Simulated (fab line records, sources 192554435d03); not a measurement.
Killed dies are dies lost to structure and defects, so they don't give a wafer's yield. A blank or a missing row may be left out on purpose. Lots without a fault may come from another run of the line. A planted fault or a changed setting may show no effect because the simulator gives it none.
Which tool did it? | flow n5_finfet | 12 lots, 36 wafers sampled, at 3 steps of a route of 1938

WHAT THE GAUGES READ, wafer by wafer
N5_BEOL_M0_SAQP_OVL_MEAS_41.
lot  | measured     | on         | M0_CUT1_OVL (nm)
L076 | day 6 07:37  | overlay-01 | -1.2 -1.0 -1.0
L078 | day 7 02:16  | overlay-02 | -0.2 0.7 -0.2
L079 | day 7 02:39  | overlay-02 | 0.9 1.1 -0.5
L081 | day 7 14:55  | overlay-02 | -1.1 -0.4 -0.7
L083 | day 8 01:46  | overlay-02 | -0.5 -0.4 -0.2
L085 | day 8 18:20  | overlay-01 | -1.1 -0.5 -1.2
L087 | day 8 23:59  | overlay-02 | -1.4 -1.2 -1.8
L089 | day 9 15:24  | overlay-01 | -0.5 -0.1 -0.7
L091 | day 9 19:48  | overlay-02 | -0.1 -0.9 -0.7
L093 | day 10 09:25 | overlay-01 | -0.3 -0.2 0.6
L095 | day 11 01:15 | overlay-02 | -0.7 -0.2 -0.2
L097 | day 11 11:47 | overlay-01 | -0.8 0.0 -0.4

WHICH TOOL RAN EACH LOT (tool, then ch and the chambers of the sampled wafers, then the start)
lot  | N5_BEOL_M0_SAQP_STRIP_86           | N5_BEOL_M0_SAQP_RECESS_114
L076 | rie_diel-06 ch 0,1, day 6 03:38    | vapor_etch-01 ch 0,1, day 6 03:46
L078 | rie_diel-06 ch 0,1,2, day 6 20:28  | vapor_etch-02 ch 0,1, day 6 20:35
L079 | rie_diel-06 ch 1,2,3, day 6 21:02  | vapor_etch-01 ch 0,1, day 6 21:11
L081 | rie_diel-03 ch 2,3, day 7 11:26    | vapor_etch-01 ch 0,1, day 7 11:37
L083 | rie_diel-02 ch 2,3, day 7 20:38    | vapor_etch-02 ch 0,1, day 7 20:46
L085 | rie_diel-06 ch 0,2, day 8 14:21    | vapor_etch-01 ch 0,1, day 8 14:29
L087 | rie_diel-02 ch 1,2,3, day 8 19:50  | vapor_etch-02 ch 0,1, day 8 19:58
L089 | rie_diel-06 ch 0,1, day 9 11:28    | vapor_etch-02 ch 0,1, day 9 11:36
L091 | rie_diel-06 ch 2,3, day 9 15:54    | vapor_etch-01 ch 0,1, day 9 16:13
L093 | rie_diel-03 ch 0,1,2, day 10 05:16 | vapor_etch-01 ch 0,1, day 10 05:24
L095 | rie_diel-06 ch 0,2,3, day 10 21:50 | vapor_etch-01 ch 0,1, day 10 21:58
L097 | rie_diel-06 ch 1,2,3, day 11 08:24 | vapor_etch-01 ch 0,1, day 11 08:32
- N5_BEOL_M0_SAQP_STRIP_86: strips in N2/H2.
- N5_BEOL_M0_SAQP_RECESS_114: chemistry HF/NH3, target SiO2, target depth 14.4 nm, afs cycles 3, sublimation time 60 s.

THE ANSWER, worked out from the rows above alone
Rule: what is usual is taken from the lots themselves. Put in order of their means at a reading, lots are off if they are a third of the lots or fewer, leave a main group of 4 or more, and stand apart from it by a gap of 3 or more times the standard deviation of the main group's means; of several such gaps the widest counts. A main group whose means are all the same, to the digits that the tables above print for the reading, isn't used. A lot without any number at a reading at which 4 lots or more have one is off too. The other lots that the step has rows for count as sound.
No lot is off at any reading shown: from this, nothing can be told.

WHAT THE SIMULATOR HAD PUT IN
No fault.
